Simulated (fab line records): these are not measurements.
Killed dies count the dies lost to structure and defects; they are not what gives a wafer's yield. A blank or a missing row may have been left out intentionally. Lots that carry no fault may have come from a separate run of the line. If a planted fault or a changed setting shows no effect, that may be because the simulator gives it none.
One fault seen from 3 desks -- flow nand_harc -- what lay behind the numbers comes last; until then each desk has only its own

THE TOOL OWNER'S DESK: plasma_asher-01
The tool's own readings at NHARC_THIN_TSV_STRIP_56 (strips in O2): means of the sampled wafers that have a number, for each lot that ran on this tool. Any lot whose mean is over 4 standard deviations away from the usual mean is out of limits and marked OUT; that distance is given in the brackets.
Columns: A = drypump_motor_current_A at NHARC_THIN_TSV_STRIP_56, usual 6.1 A; B = heater_power_w at NHARC_THIN_TSV_STRIP_56, usual 313 W
lot,first seen here,A,B
L968,day 19 17:40,6.5,337
L973,day 20 23:40,6.5,342
L976,day 21 18:06,6.5,342
L978,day 21 20:22,6.5,369
L981,day 22 20:03,6.4,346
Finding of this desk: none of the 5 lots has anything out of limits.

AT THE METROLOGY DESK
Means of the sampled wafers that have a number, per lot and without regard to the tool the lot ran on: this is what the gauges read. Any lot whose mean is over 4 standard deviations away from the usual mean is out of limits and marked OUT; that distance is given in the brackets.
Columns: A = cd_nm at NHARC_A_BONDPAD_CD_MEAS_09, usual 499.5 nm; B = cd_nm at NHARC_A_BONDPAD_CD_MEAS_13, usual 500 nm
lot,first seen here,A,B
L968,day 18 18:08,499.2,498
L969,day 18 22:13,501.7,504
L967,day 18 22:28,502.2,502
L971,day 19 19:20,497.1,497
L973,day 20 01:05,494.8,494
L976,day 20 18:16,502.9,505
L978,day 20 19:36,499.8,501
L977,day 20 22:47,499.6,500
L981,day 21 15:31,502.0,500
L987,day 22 23:59,498.4,499
L988,day 23 01:25,502.6,504
L986,day 23 15:07,496.7,495
Finding of this desk: none of the 12 lots has anything out of limits.

THE DEFECT DESK
Inspection counts along the route, by lot: the mean over sampled wafers that carry a number. Any lot whose mean is over 4 standard deviations away from the usual mean is out of limits and marked OUT; that distance is given in the brackets.
Columns: A = raw_defect_count at NHARC_THIN_TSV_INSPECT_40, usual 461
lot,first seen here,A
L968,day 20 00:40,439
L969,day 20 00:40,450
L967,day 20 05:04,433
L971,day 21 00:52,472
L973,day 21 04:55,449
L976,day 21 23:20,437
L977,day 21 23:20,429
L978,day 21 23:20,1147 (+9.0) OUT
L981,day 23 01:17,761
L987,day 24 04:15,462
L988,day 24 04:15,380
L986,day 24 18:11,551
This desk's finding: out of limits on L978; first on L978, day 21 23:20 (raw_defect_count at NHARC_THIN_TSV_INSPECT_40). L968, L969, L967, L971, L973, L976, L977, L981, L987, L988, L986: within limits.

TAKEN TOGETHER
The defect desk could have raised an alarm at day 21 23:20, on L978.
The tool owner's desk saw nothing out of limits.
The metrology desk saw nothing out of limits.
On record at the tool owner's desk: L978, within its limits.
The metrology desk holds a record of L978, inside its limits.
Of the lots named, all ran NHARC_THIN_TSV_STRIP_56 on plasma_asher-01.

WHAT THE SIMULATOR PUT IN
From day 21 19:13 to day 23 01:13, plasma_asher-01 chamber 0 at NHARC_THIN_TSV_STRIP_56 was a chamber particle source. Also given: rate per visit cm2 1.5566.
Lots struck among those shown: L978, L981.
Hours from the fault's start to each desk's first reading out of limits: the defect desk, 4.
